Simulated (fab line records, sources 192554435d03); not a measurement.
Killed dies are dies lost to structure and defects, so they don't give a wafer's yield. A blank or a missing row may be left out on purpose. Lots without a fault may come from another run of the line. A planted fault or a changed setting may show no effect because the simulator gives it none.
Split-lot experiment | flow n5_finfet | 7 lots, 39 wafers read, on a route of 1938 steps

THE SPLIT
At N5_FIN_CUT_CUT_ETCH_15 (etches Si in HBr/Cl2/O2, target depth 100 nm, bt time 10 s, time 42.4 s), the setting time_s was moved away from the recipe's 42.4 s on 18 of the 39 wafers read, by -20.5% to +23.3%. The other wafers ran this setting at the recipe's value.

The reading is taken at the split's own step.

THE READING
SOC_of_FIN_CUT_COAT_18.thk_nm (the simulator's own value, which no gauge read), in nm, at N5_FIN_CUT_CUT_ETCH_15 (etches Si in HBr/Cl2/O2, target depth 100 nm, bt time 10 s, time 42.4 s). The file gives no usual value for it. The 21 wafers here that ran the recipe average 169.9 nm, standard deviation 1.1 nm.

wafer  | tool, chamber at the split | time_s as run, s | against the recipe | SOC_of_FIN_CUT_COAT_18.thk_nm, nm | against lot-mates on the recipe
L074.1 | rie_si-03, 2               | 42.4             | recipe             | 168                               | -
L074.2 | rie_si-03, 1               | 33.7             | -20.5%             | 179.6                             | +10.3
L074.3 | rie_si-03, 3               | 33.7             | -20.5%             | 177.6                             | +8.3
L074.4 | rie_si-03, 0               | 42.4             | recipe             | 171                               | -
L074.5 | rie_si-03, 3               | 33.7             | -20.5%             | 177.4                             | +8.1
L074.6 | rie_si-03, 2               | 42.4             | recipe             | 168.8                             | -
L075.1 | rie_si-02, 0               | 51.19            | +20.7%             | 162.6                             | -7.5
L075.2 | rie_si-02, 2               | 42.4             | recipe             | 170.4                             | -
L075.3 | rie_si-02, 1               | 51.19            | +20.7%             | 162.6                             | -7.5
L075.4 | rie_si-02, 3               | 51.19            | +20.7%             | 161.2                             | -8.9
L075.5 | rie_si-02, 0               | 42.4             | recipe             | 170.6                             | -
L075.6 | rie_si-02, 3               | 42.4             | recipe             | 169.4                             | -
L081.1 | rie_si-03, 1               | 48.85            | +15.2%             | 166.8                             | -3.8
L081.2 | rie_si-03, 2               | 48.85            | +15.2%             | 164.6                             | -6.0
L081.3 | rie_si-03, 3               | 42.4             | recipe             | 170.2                             | -
L081.4 | rie_si-03, 0               | 42.4             | recipe             | 170.8                             | -
L081.5 | rie_si-03, 1               | 42.4             | recipe             | 170.8                             | -
L081.6 | rie_si-03, 0               | 48.85            | +15.2%             | 165.4                             | -5.2
L083.1 | rie_si-02, 1               | 46.35            | +9.3%              | 168                               | -2.9
L083.2 | rie_si-02, 0               | 46.35            | +9.3%              | 167.4                             | -3.5
L083.3 | rie_si-02, 3               | 42.4             | recipe             | 170.8                             | -
L083.4 | rie_si-02, 2               | 42.4             | recipe             | 171.4                             | -
L083.5 | rie_si-02, 3               | 42.4             | recipe             | 170.4                             | -
L083.6 | rie_si-02, 0               | 46.35            | +9.3%              | 167.2                             | -3.7
L086.1 | rie_si-03, 3               | 42.4             | recipe             | 169.2                             | -
L086.2 | rie_si-03, 1               | 52.3             | +23.3%             | 161.6                             | -6.9
L086.3 | rie_si-03, 2               | 42.4             | recipe             | 168.2                             | -
L086.4 | rie_si-03, 0               | 52.3             | +23.3%             | 160.2                             | -8.3
L086.5 | rie_si-03, 2               | 52.3             | +23.3%             | 159.2                             | -9.3
L086.6 | rie_si-03, 3               | 42.4             | recipe             | 168                               | -
L090.1 | rie_si-04, 0               | 45.11            | +6.4%              | 168.2                             | -1.8
L090.2 | rie_si-04, 2               | 45.11            | +6.4%              | 167                               | -3.0
L090.3 | rie_si-04, 3               | 42.4             | recipe             | 170.4                             | -
L090.4 | rie_si-04, 1               | 45.11            | +6.4%              | 167.2                             | -2.8
L090.5 | rie_si-04, 0               | 42.4             | recipe             | 171                               | -
L090.6 | rie_si-04, 1               | 42.4             | recipe             | 168.6                             | -
L093.2 | rie_si-03, 3               | 42.4             | recipe             | 169.6                             | -
L093.4 | rie_si-03, 2               | 42.4             | recipe             | 169.4                             | -
L093.5 | rie_si-03, 0               | 42.4             | recipe             | 171                               | -

THE FIT
A straight line over all 39 wafers: SOC_of_FIN_CUT_COAT_18.thk_nm changes by -0.381 nm for each +1% of time_s; r = -0.97; the points scatter about the line by 1.1 nm.
The same after taking each lot's own level away (the mean of its wafers on the recipe; 39 wafers): -0.384 nm for each +1%; r = -0.98; scatter 0.88 nm.
On that fit, the largest move of time_s shifts the reading by 9 nm.
The lots' own levels span 168.47 to 170.87 nm, that is 2.3 times the standard deviation above.
So the lot-to-lot level changes the slope little: the two slopes agree.
Check: with one of the wafers moved furthest among these (+23.3%) left out of the fit, the line predicts -8.97 nm for it against its lot-mates. It came out at -6.87 nm against them.

OTHER SPLITS ON THESE WAFERS
These wafers also went through other splits before the reading. Each is held against what the fit with the lots' levels taken away leaves over:
other split on the same wafers        | wafers away from the commonest value | r with SOC_of_FIN_CUT_COAT_18.thk_nm (lot level and that fit taken away)
N5_PMOS_HMC_CHANNEL_EPI_EPI_20 temp_c | 15                                   | -0.11
N5_FIN_SAQP_SPACER1_ALD_24 temp_c     | 12                                   | -0.21

THE WHOLE CHAIN: every reading that the file lists as answering this split, in the file's order
step                   | what it does                                                            | reading                                                                        | change (the file's fit)               | r (the file's)
N5_FIN_CUT_CUT_ETCH_15 | etches Si in HBr/Cl2/O2, target depth 100 nm, bt time 10 s, time 42.4 s | etch.depth_nm (the simulator's own value, which no gauge read)                 | +0.992 nm for each +1% of the setting | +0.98
N5_FIN_CUT_CUT_ETCH_15 | etches Si in HBr/Cl2/O2, target depth 100 nm, bt time 10 s, time 42.4 s | FIN_CUT.feature_depth_nm (the simulator's own value, which no gauge read)      | +0.993 nm for each +1% of the setting | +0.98
N5_FIN_CUT_CUT_ETCH_15 | etches Si in HBr/Cl2/O2, target depth 100 nm, bt time 10 s, time 42.4 s | SOC_of_FIN_CUT_COAT_18.thk_nm (the simulator's own value, which no gauge read) | -0.377 nm for each +1% of the setting | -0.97

THE FILE'S OWN FIT
SOC_of_FIN_CUT_COAT_18.thk_nm changes by -0.377 nm for each +1% of time_s, r = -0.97.
